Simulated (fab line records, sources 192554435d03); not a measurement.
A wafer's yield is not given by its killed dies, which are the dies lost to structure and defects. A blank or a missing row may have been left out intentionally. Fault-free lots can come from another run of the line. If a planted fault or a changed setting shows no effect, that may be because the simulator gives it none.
Matching of chambers ; flow n5 finfet ; rie diel-06 running N5_BEOL_M10_DESCUM_33: 4 sister chambers
The step chemistry O2, time 7.9 s. 8 wafers are shown with their chamber, then 7 later ones without.

== WAFERS WITH THEIR CHAMBER ==
wafer;chamber;throttle valve pct (%);showerhead plenum p Torr (Torr)
L083.4;1;20.0;2.11
L084.1;2;20.5;2.14
L088.5;0;20.5;2.12
L090.1;3;20.0;2.03
L090.2;1;20.1;2.10
L090.6;2;20.6;2.13
L096.1;3;20.0;2.03
L096.3;0;20.5;2.12

== WAFERS WITHOUT THEIR CHAMBER ==
wafer;throttle valve pct (%);showerhead plenum p Torr (Torr)
L096.5;20.0;2.03
L094.2;20.1;2.10
L094.3;20.6;2.13
L094.5;20.0;2.03
L097.1;20.1;2.10
L097.4;20.0;2.03
L097.5;20.1;2.10

== EACH ONE'S CHAMBER ==
wafer;from the rows above;in truth
L096.5;3;3
L094.2;1;1
L094.3;can't be placed: 2 or 0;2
L094.5;3;3
L097.1;1;1
L097.4;3;3
L097.5;1;1
Correct placement for 6 of the 7. Can't be placed from these rows: 1 (the true chamber is among the candidates in 1). Wrongly placed: 0.
How it was worked out, from the rows above alone: a wafer's distance from a chamber is the root of the sum, over the readings, of the square of ((its reading less the chamber's mean) divided by the reading's scatter). If the next closest chamber is less than 2 further off than the closest, the wafer can't be placed; otherwise it belongs to the closest. Each chamber's mean is taken over the wafers shown for it. How the scatter is found: for the shown wafers, subtract from each reading the mean of its chamber, square and add these, divide the total by (wafers less chambers), then take the root.
